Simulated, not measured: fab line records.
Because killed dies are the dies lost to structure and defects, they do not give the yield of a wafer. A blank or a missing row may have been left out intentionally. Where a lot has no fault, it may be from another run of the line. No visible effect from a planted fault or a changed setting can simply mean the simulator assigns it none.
Which of the tools did it? -- flow n5 finfet -- 9 lots with 26 wafers sampled at 8 steps, on a route of 1938 steps

== WHAT EACH GAUGE READ, for each wafer ==
N5_STI_FIN_REVEAL_THK_MEAS_05. Usual: 131.4 nm for thk nm, sd 1.4.
lot,measured,on,thk nm (nm),flag
L340,day 2 10:53,film metro-01,128.6 131.8 130.2,
L342,day 3 00:14,film metro-01,130.8 130.6 131.0,
L349,day 4 15:49,film metro-02,132.7 130.6,
L354,day 5 22:39,film metro-01,129.2 132.4 130.4,
L357,day 6 14:47,film metro-02,130.7 130.4 131.9,
L358,day 6 22:22,film metro-01,130.8 132.0 130.7,
L360,day 7 10:52,film metro-02,134.2 130.6 132.8,
L361,day 7 18:01,film metro-02,129.9 129.1 130.2,
L363,day 8 06:02,film metro-02,132.5 131.8 132.8,

N5_DUMMY_GATE_THK_MEAS_05. Usual: 72.2 nm for thk nm, sd 1.4.
lot,measured,on,thk nm (nm),flag
L340,day 2 18:32,film metro-01,70.2 71.5 71.8,
L342,day 3 08:02,film metro-02,75.1 72.0 74.1,
L349,day 4 23:19,film metro-01,71.2 98.3,OFF
L354,day 6 08:37,film metro-02,71.8 70.6 71.6,
L357,day 6 22:53,film metro-01,70.4 72.4 71.7,
L358,day 7 07:03,film metro-02,70.7 72.0 70.7,
L360,day 7 18:33,film metro-01,71.4 71.6 70.2,
L361,day 8 01:40,film metro-02,73.8 72.0 72.9,
L363,day 8 13:47,film metro-01,71.5 73.1 72.4,

N5_DUMMY_GATE_CD_MEAS_15: target cd 25.8 nm. Usual: 24.91 nm for cd nm, sd 0.23.
lot,measured,on,cd nm (nm),flag
L340,day 2 22:58,cd sem-01,25.06 24.73 25.39,
L342,day 3 12:20,cd sem-01,25.05 25.10 25.19,
L349,day 5 03:45,cd sem-01,24.88 24.71,
L354,day 6 12:56,cd sem-03,25.13 24.89 24.79,
L357,day 7 03:20,cd sem-03,24.78 24.89 25.16,
L358,day 7 13:25,cd sem-01,25.17 24.51 24.61,
L360,day 7 22:58,cd sem-01,24.97 24.68 24.74,
L361,day 8 06:20,cd sem-03,25.16 24.87 25.08,
L363,day 8 18:05,cd sem-01,25.17 25.19 25.15,

N5_DUMMY_GATE_INSPECT_17: inspects for defects (brightfield). Usual: 191 for raw defect count, sd 51.
lot,measured,on,raw defect count,flag
L340,day 2 23:03,defect inspect-01,273 256 207,
L342,day 3 12:26,defect inspect-01,134 90 128,
L349,day 5 03:51,defect inspect-02,175 149,
L354,day 6 13:02,defect inspect-01,147 219 229,
L357,day 7 03:26,defect inspect-01,148 157 180,
L358,day 7 13:31,defect inspect-01,154 90 120,
L360,day 7 23:04,defect inspect-01,214 148 197,
L361,day 8 06:26,defect inspect-01,170 302 200,
L363,day 8 18:10,defect inspect-01,211 211 137,

N5_SDB_THK_MEAS_31. Usual: SDB_THK gives 64.4 nm (standard deviation 1.4).
lot,measured,on,SDB_THK (nm),flag
L340,day 4 00:10,film metro-02,62.3 63.7 64.0,
L342,day 4 11:59,film metro-02,67.4 64.2 66.4,
L349,day 6 02:56,film metro-01,63.3 90.6,OFF
L354,day 7 12:13,film metro-01,64.0 62.8 63.8,
L357,day 8 02:16,film metro-02,62.5 64.6 64.0,
L358,day 8 14:14,film metro-01,63.0 64.1 63.0,
L360,day 8 22:11,film metro-01,63.7 63.8 62.4,
L361,day 9 05:53,film metro-01,66.1 64.2 65.1,
L363,day 9 18:37,film metro-02,63.8 65.4 64.7,

N5_BEOL_M4_RC_MEAS_101. Usual: DIBL_N 36.0 mV/V, standard deviation 2.5; DIBL_P 36.3 mV/V, standard deviation 2.8; IOFF_N 0.16 nA/um, standard deviation 0.042; IOFF_P 0.21 nA/um, standard deviation 0.045; ION_N 673 uA/um, standard deviation 15; ION_P 463 uA/um, standard deviation 8.1; SS_N 71.4 mV/dec, standard deviation 0.73; SS_P 73.3 mV/dec, standard deviation 0.92; VT_N 251 mV, standard deviation 4.1; VT_P -250 mV, standard deviation 3.4.
lot,measured,on,DIBL_N (mV/V),DIBL_P (mV/V),IOFF_N (nA/um),IOFF_P (nA/um),ION_N (uA/um),ION_P (uA/um),SS_N (mV/dec),SS_P (mV/dec),VT_N (mV),VT_P (mV),flag
L340,day 7 18:45,prober-01,41.9 36.1 36.1,41.1 35.2 33.6,0.28 0.14 0.14,0.38 0.23 0.22,698 668 670,477 467 465,73.4 71.5 70.6,74.9 73.1 72.8,242 252 251,-241 -250 -248,
L342,day 8 02:01,prober-01,34.4 34.8 34.3,34.2 34.2 33.2,0.14 0.14 0.13,0.20 0.21 0.19,661 662 651,462 463 459,71.1 71.2 71.4,72.6 72.7 72.0,253 250 252,-250 -251 -251,
L349,day 10 01:52,prober-01,36.0 34.7,37.6 36.7,0.18 0.15,0.27 0.25,687 667,472 469,71.3 71.9,74.4 72.9,248 253,-245 -248,
L354,day 11 09:07,prober-01,33.0 38.1 33.3,35.4 41.2 35.6,0.12 0.22 0.13,0.20 0.30 0.20,666 678 676,469 467 474,70.3 71.6 70.8,72.3 74.2 72.5,253 245 253,-247 -243 -247,
L357,day 12 05:34,prober-01,35.5 35.1 36.5,34.5 34.3 35.4,0.11 0.11 0.13,0.19 0.18 0.20,657 652 674,458 457 470,70.7 71.2 70.9,72.7 72.9 73.4,256 258 254,-251 -253 -252,
L358,day 12 15:02,prober-01,34.0 35.0 33.1,33.2 35.5 31.9,0.12 0.14 0.10,0.15 0.18 0.13,653 678 658,453 461 446,71.1 72.1 70.9,71.7 73.2 72.7,252 251 254,-256 -251 -257,
L360,day 12 17:15,prober-02,36.9 36.6 36.6,37.6 37.1 38.0,0.16 0.15 0.18,0.23 0.23 0.25,681 660 686,467 459 473,71.5 71.2 71.6,73.4 73.1 74.0,251 251 247,-247 -248 -245,
L361,day 13 04:50,prober-01,39.0 35.4 38.2,39.9 35.2 38.7,0.23 0.15 0.19,0.25 0.18 0.23,691 669 692,460 452 466,73.0 71.5 72.7,74.0 73.2 74.3,245 253 250,-250 -254 -251,
L363,day 13 22:22,prober-02,37.7 33.0 34.5,39.1 32.4 34.2,0.19 0.10 0.13,0.27 0.17 0.19,683 649 669,477 458 467,71.8 69.8 71.2,73.7 72.1 73.2,248 256 253,-245 -256 -251,

== TOOL THAT RAN EACH LOT (tool first, then ch and the chambers of the sampled wafers, then the start) ==
lot,N5_DUMMY_GATE_CMP_04,N5_DUMMY_GATE_ETCH_44
L340,"cmp-04 ch 0,2,3, day 2 18:20","rie si-06 ch 0,3, day 2 23:58"
L342,"cmp-01 ch 0,1,2, day 3 07:53","rie si-01 ch 2,3, day 3 13:17"
L349,"cmp-04 ch 1,2, day 4 23:04","rie si-01 ch 1,2, day 5 04:38"
L354,"cmp-01 ch 2,3, day 6 08:25","rie si-01 ch 0,1,3, day 6 14:08"
L357,"cmp-02 ch 0,2,3, day 6 22:43","rie si-01 ch 0,1,3, day 7 04:14"
L358,"cmp-04 ch 1,2,3, day 7 06:48","rie si-01 ch 0,1,2, day 7 14:19"
L360,"cmp-04 ch 0,1,3, day 7 18:19","rie si-01 ch 1,2,3, day 7 23:52"
L361,"cmp-01 ch 0,1,3, day 8 01:25","rie si-06 ch 1,2,3, day 8 07:23"
L363,"cmp-04 ch 0,2,3, day 8 13:36","rie si-01 ch 0,1,3, day 8 19:02"
- N5_DUMMY_GATE_CMP_04: polishes a-Si.
- N5_DUMMY_GATE_ETCH_44: etches poly-Si in HBr/O2, stops on SiO2, target depth 127.5 nm.

== AS READ BY THE TOOLS THEMSELVES (means over the sampled wafers that have a number; for cases with no such wafer, the mark the record gives instead) ==
N5_DUMMY_GATE_CMP_04. Usual: motor current A 10.3 A, standard deviation 1; retaining ring pressure frac 1.000, standard deviation 0.005; time to endpoint s 14 s, standard deviation 3.3.
lot,tool,motor current A (A),retaining ring pressure frac,time to endpoint s (s),flag
L340,cmp-04,10.6,1.002,12,
L342,cmp-01,9.2,1.004,20,
L349,cmp-04,10.3,1.000,14,
L354,cmp-01,9.2,1.003,16,
L357,cmp-02,10.7,0.999,12,
L358,cmp-04,11.0,1.001,11,
L360,cmp-04,11.0,0.999,11,
L361,cmp-01,9.7,1.000,16,
L363,cmp-04,10.6,0.998,14,

N5_DUMMY_GATE_ETCH_44. Usual: O2_flow_sccm 10.00 sccm, standard deviation 0.031; bias w 20.00 W, standard deviation 0.062; drypump motor current A 5.9 A, standard deviation 0.42; oes product au 0.727 a.u., standard deviation 0.012; throttle valve pct 18.51 %, standard deviation 0.16.
lot,tool,O2_flow_sccm (sccm),bias w (W),drypump motor current A (A),oes product au (a.u.),throttle valve pct (%),flag
L340,rie si-06,9.97,20.01,5.9,0.727,18.64,
L342,rie si-01,9.99,19.96,5.5,0.725,18.45,
L349,rie si-01,10.02,20.01,5.4,0.782,18.55,OFF
L354,rie si-01,10.00,19.99,6.1,0.721,18.56,
L357,rie si-01,10.03,20.03,6.1,0.726,18.56,
L358,rie si-01,9.98,19.98,5.7,0.722,18.56,
L360,rie si-01,10.00,19.98,5.7,0.727,18.42,
L361,rie si-06,10.00,20.00,6.0,0.724,18.56,
L363,rie si-01,10.00,20.02,6.1,0.730,18.55,

== THE ANSWER, worked out from the rows above alone ==
Rule: take the mean of a lot's wafers that have a number; if it is more than 3 standard deviations from the usual mean, the lot is off. Also off: a lot with no number at a reading for which 4 or more lots have one. Any other lot the step has rows for is counted as sound. First the gauges in route order, then the tools' own readings, where a lot's mean is used as printed above. The first step at which some lot is off is used, and at that step the reading that is off furthest; a lot without a number counts as furthest.
Off at N5_DUMMY_GATE_THK_MEAS_05 (thk nm): L349.
If a tool, at a process step before that reading, ran all the lots that are off and no sound lot after the first of them, it fits. The gauges at N5_DUMMY_GATE_THK_MEAS_05 aren't tried: what is off there is off at N5_DUMMY_GATE_ETCH_44 too, on other tools, and a gauge's error can't cause that. Not one of the candidates tried fits.

== WHAT HAD BEEN PUT IN BY THE SIMULATOR ==
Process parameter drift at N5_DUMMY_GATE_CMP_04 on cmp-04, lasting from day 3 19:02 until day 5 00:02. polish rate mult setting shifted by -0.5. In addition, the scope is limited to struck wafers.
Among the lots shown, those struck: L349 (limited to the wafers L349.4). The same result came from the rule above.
